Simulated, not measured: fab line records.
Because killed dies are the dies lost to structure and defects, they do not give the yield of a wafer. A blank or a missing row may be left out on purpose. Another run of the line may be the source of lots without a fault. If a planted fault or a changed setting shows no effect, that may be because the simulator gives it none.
Chamber matching    flow n5_finfet    uv_cure-03 running N5_BEOL_M6_CURE_75: 3 sister chambers
The step cures SiCOH lowk, time 120 s. 20 wafers are shown with their chamber, then 10 later ones without.

EACH WAFER AND ITS CHAMBER
wafer   chamber  wafer_temp_C_max  lamp_power_pct (%)
L075.3  2        372.7             52.39
L075.5  2        372.2             52.29
L075.6  2        372.5             52.30
L079.1  2        372.1             52.28
L079.4  2        371.9             52.29
L079.6  2        372.5             52.24
L079.2  2        372.6             52.32
L079.3  2        372.5             52.37
L079.5  2        372.2             52.22
L084.1  0        371.3             52.39
L084.3  0        371.5             52.17
L084.5  0        371.3             52.13
L086.2  1        371.5             52.13
L086.4  1        371.5             52.33
L086.6  1        372.2             52.24
L090.1  2        372.1             52.36
L090.2  2        372.9             52.28
L090.3  2        372.2             52.27
L092.1  2        371.5             52.25
L092.4  2        371.7             52.38

SIGNATURES (averages over the wafers above)
reading           chamber 0  chamber 1  chamber 2  scatter within a chamber
wafer_temp_C_max  371.367    371.733    372.257    0.37
lamp_power_pct    52.2300    52.2333    52.3029    0.0755
Rule: for a wafer and a chamber, the distance is found by dividing, reading by reading, the gap between the wafer's reading and the chamber's mean by the reading's scatter, squaring, summing and taking the root. If the next closest chamber is less than 2 further off than the closest, the wafer can't be placed; otherwise it belongs to the closest. The scatter: take each reading less its chamber's mean, square it, sum over the shown wafers, divide by the number of wafers less the number of chambers, and take the root.

WAFERS WHOSE CHAMBER IS MISSING
wafer   wafer_temp_C_max  lamp_power_pct (%)
L092.5  374.1             52.30
L095.2  371.3             52.33
L095.4  371.2             52.30
L095.6  371.2             52.29
L096.1  371.3             52.41
L096.2  371.1             52.43
L096.6  371.2             52.32
L097.1  371.8             52.39
L097.2  371.6             52.31
L097.4  371.5             52.32

WHICH CHAMBER EACH WENT THROUGH
wafer   from the rows above           in truth
L092.5  can't be placed: 2 or 1       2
L095.2  can't be placed: 0 or 1 or 2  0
L095.4  can't be placed: 0 or 1 or 2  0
L095.6  can't be placed: 0 or 1 or 2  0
L096.1  can't be placed: 0 or 1 or 2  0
L096.2  can't be placed: 0 or 1 or 2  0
L096.6  can't be placed: 0 or 1 or 2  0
L097.1  can't be placed: 2 or 1 or 0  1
L097.2  can't be placed: 1 or 0 or 2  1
L097.4  can't be placed: 0 or 1 or 2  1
0 of 10 placed correctly. Unplaceable from these rows: 10, with the true chamber sitting among the candidates in 10. 0 placed wrongly.
